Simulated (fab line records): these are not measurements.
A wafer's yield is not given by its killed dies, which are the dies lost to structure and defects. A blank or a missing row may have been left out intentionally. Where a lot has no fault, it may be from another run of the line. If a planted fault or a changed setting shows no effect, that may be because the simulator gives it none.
Which of the tools did it? -- flow nand-harc -- Sampling: 13 lots, 39 wafers, 6 of 1159 route steps

== WHAT THE GAUGES READ, wafer by wafer ==
NHARC_P_ZERO_WELL_CD_MEAS_52 targets a cd of 2000 nm.
lot,measured,on,cd-nm (nm)
L555,day 1 17:49,cd-sem-01,2000.2 1999.1 1999.3
L556,day 1 23:50,cd-sem-01,1999.1 1998.2 1999.9
L557,day 2 05:46,cd-sem-01,2001.4 2000.8 1999.0
L558,day 2 11:31,cd-sem-01,2002.8 2002.1 2000.0
L568,day 5 00:08,cd-sem-03,1999.4 1999.9 2000.0
L569,day 5 05:41,cd-sem-02,2000.5 1999.1 1999.1
L570,day 5 11:50,cd-sem-01,2000.0 2000.7 2000.0
L571,day 5 17:45,cd-sem-03,2001.3 2000.5 2001.7
L572,day 5 23:40,cd-sem-02,1999.9 1998.8 1997.4
L573,day 6 05:56,cd-sem-03,2002.4 2001.2 2002.5
L574,day 6 11:37,cd-sem-01,2001.3 1999.8 1999.7
L575,day 6 17:46,cd-sem-02,2001.0 2000.6 2002.1
L576,day 6 23:56,cd-sem-02,1999.6 1997.8 1999.4

NHARC_P_ZERO_WELL_INSPECT_43.
lot,measured,on,raw-defect-count
L555,day 1 19:41,defect-inspect-01,11 9 12
L556,day 2 01:39,defect-inspect-01,8 10 20
L557,day 2 07:34,defect-inspect-01,10 9 16
L558,day 2 13:20,defect-inspect-01,14 8 9
L568,day 5 01:57,defect-inspect-02,6 9 6
L569,day 5 07:34,defect-inspect-02,10 12 7
L570,day 5 13:41,defect-inspect-02,10 10 12
L571,day 5 19:34,defect-inspect-01,11 22 28
L572,day 6 01:31,defect-inspect-01,15 22 18
L573,day 6 07:46,defect-inspect-01,10 14 8
L574,day 6 13:27,defect-inspect-02,7 12 10
L575,day 6 19:37,defect-inspect-02,19 11 23
L576,day 7 01:52,defect-inspect-01,20 16 14

NHARC_P_GATE_CD_MEAS_11 targets a cd of 1640 nm.
lot,measured,on,cd-nm (nm)
L555,day 3 19:46,cd-sem-02,1639.7 1639.8 1639.2
L556,day 4 08:13,cd-sem-03,1639.3 1638.6 1639.5
L557,day 4 08:23,cd-sem-01,1639.1 1640.5 1638.8
L558,day 4 17:02,cd-sem-01,- - -
L568,day 7 09:06,cd-sem-02,1642.1 1640.2 1640.9
L569,day 7 08:46,cd-sem-01,1640.5 1642.2 1638.8
L570,day 7 22:58,cd-sem-02,1639.6 1638.6 1640.3
L571,day 7 22:48,cd-sem-01,1639.9 1640.5 1642.6
L572,day 8 10:47,cd-sem-01,1640.5 1639.3 1639.6
L573,day 8 14:58,cd-sem-01,1640.3 1640.4 1639.3
L574,day 8 15:08,cd-sem-02,1639.8 1639.8 1638.3
L575,day 9 03:05,cd-sem-03,1642.1 1638.2 1639.1
L576,day 9 06:13,cd-sem-02,1640.1 1639.2 1639.1

NHARC_END_SORT_01.
lot,measured,on,killed-at-array,killed-at-other,killed-at-periphery,killed-dies,killed-open,killed-short
L555,day 19 18:21,prober-01,19 19 19,1 0 0,1 5 5,21 24 24,3 3 4,0 0 1
L556,day 19 17:35,prober-02,11 10 16,0 0 0,3 1 1,14 11 17,4 1 1,3 2 5
L557,day 20 01:26,prober-02,17 14 14,1 0 0,6 2 2,24 16 16,8 3 1,5 1 1
L558,day 20 01:22,prober-01,32 30 30,1 1 0,644 646 647,677 677 677,9 5 1,1 4 0
L568,day 22 14:16,prober-02,32 26 35,1 3 1,2 1 1,35 30 37,6 3 2,2 2 3
L570,day 23 18:05,prober-02,37 21 45,0 0 0,8 1 2,45 22 47,7 0 3,2 0 1
L573,day 24 07:40,prober-01,37 32 43,1 0 1,2 1 2,40 33 46,4 2 3,4 1 5
L574,day 23 23:56,prober-01,30 15 14,0 1 0,5 5 0,35 21 14,4 3 2,2 2 2
L576,day 24 13:35,prober-02,36 37 36,0 1 0,8 6 4,44 44 40,2 7 1,1 4 1

== TOOL THAT RAN EACH LOT (tool first, then ch and the chambers of the sampled wafers, then the start) ==
lot,NHARC_P_STI_ETCH_15,NHARC_P_GATE_EXPOSE_08
L555,"rie-si-03 ch 0,1,3, day 2 08:59","krf-scanner-04 ch 0, day 3 19:37"
L556,"rie-si-03 ch 0,1, day 2 20:44","krf-scanner-04 ch 0, day 4 08:04"
L557,"rie-si-04 ch 0,1,3, day 2 20:40","krf-scanner-02 ch 0, day 4 08:14"
L558,"rie-si-04 ch 1,2,3, day 3 06:01","krf-scanner-04 ch 0, day 4 16:52"
L568,"rie-si-03 ch 0,2, day 5 15:20","krf-scanner-02 ch 0, day 7 08:56"
L569,"rie-si-04 ch 0,1,2, day 5 23:27","krf-scanner-04 ch 0, day 7 08:37"
L570,"rie-si-05 ch 0,2, day 6 07:34","krf-scanner-04 ch 0, day 7 22:49"
L571,"rie-si-04 ch 0,2, day 6 11:26","krf-scanner-01 ch 0, day 7 22:38"
L572,"rie-si-03 ch 0,1,2, day 6 18:01","krf-scanner-04 ch 0, day 8 10:37"
L573,"rie-si-04 ch 0,1,2, day 6 23:45","krf-scanner-04 ch 0, day 8 14:49"
L574,"rie-si-04 ch 1,3, day 7 06:10","krf-scanner-02 ch 0, day 8 14:58"
L575,"rie-si-05 ch 1,2,3, day 7 12:11","krf-scanner-04 ch 0, day 9 02:55"
L576,"rie-si-05 ch 0,1,3, day 7 18:57","krf-scanner-02 ch 0, day 9 06:04"
- NHARC_P_STI_ETCH_15: etches the open film in HBr/Cl2, target depth 300 nm, time 100.1 s.
- NHARC_P_GATE_EXPOSE_08: exposes mask P HV.

== WHAT THE TOOLS THEMSELVES READ (means of the sampled wafers that have a number; where no wafer has one, the mark that the record gives instead) ==
NHARC_P_STI_ETCH_15.
lot,tool,drypump-motor-current-A (A),mfc-cl2-sccm (sccm),oes-product-au (a.u.),throttle-valve-pct (%)
L555,rie-si-03,5.2,50.09,1.001,26.403
L556,rie-si-03,5.2,50.08,0.993,26.417
L557,rie-si-04,5.4,50.09,0.995,26.416
L558,rie-si-04,5.9,49.86,0.996,26.405
L568,rie-si-03,6.1,50.02,1.005,26.409
L569,rie-si-04,5.7,49.95,1.007,26.402
L570,rie-si-05,6.0,50.00,1.000,26.403
L571,rie-si-04,5.4,49.97,1.007,26.409
L572,rie-si-03,5.7,49.84,0.990,26.402
L573,rie-si-04,5.7,50.14,1.012,26.403
L574,rie-si-04,5.7,50.01,1.003,26.403
L575,rie-si-05,6.1,50.02,0.996,26.404
L576,rie-si-05,6.1,50.00,0.997,26.409

== THE ANSWER, worked out from the rows above alone ==
Rule: usual is defined by the lots themselves. The widest of any qualifying gaps counts: lots, ordered by their means at a reading, are off when they make up no more than a third of the lots, leave a main group of 4 or more, and stand apart from it by 3 or more times the standard deviation of that group's means. A main group is skipped when, at the precision printed for the reading in the tables above, its means are all equal. Also off: a lot with no number at a reading for which 4 or more lots have one. All remaining lots with rows at the step are treated as sound. After the gauges, taken in route order, come the tools' own readings; for these a lot's mean is taken, as printed above. The first step at which some lot is off is used, and at that step the reading that is off furthest; a lot without a number counts as furthest.
Off, at NHARC_P_GATE_CD_MEAS_11 on cd-nm: L558. Without a number there: L558. The main group has a mean of 1639.9 nm with a standard deviation of 0.62.
If a tool, at a process step before that reading, ran all the lots that are off and no sound lot after the first of them, it fits. The gauges at NHARC_P_GATE_CD_MEAS_11 aren't tried: what is off there is off at NHARC_END_SORT_01 too, on other tools, and a gauge's error can't cause that. Of those tried, none fits.

== WHAT WAS PUT IN BY THE SIMULATOR ==
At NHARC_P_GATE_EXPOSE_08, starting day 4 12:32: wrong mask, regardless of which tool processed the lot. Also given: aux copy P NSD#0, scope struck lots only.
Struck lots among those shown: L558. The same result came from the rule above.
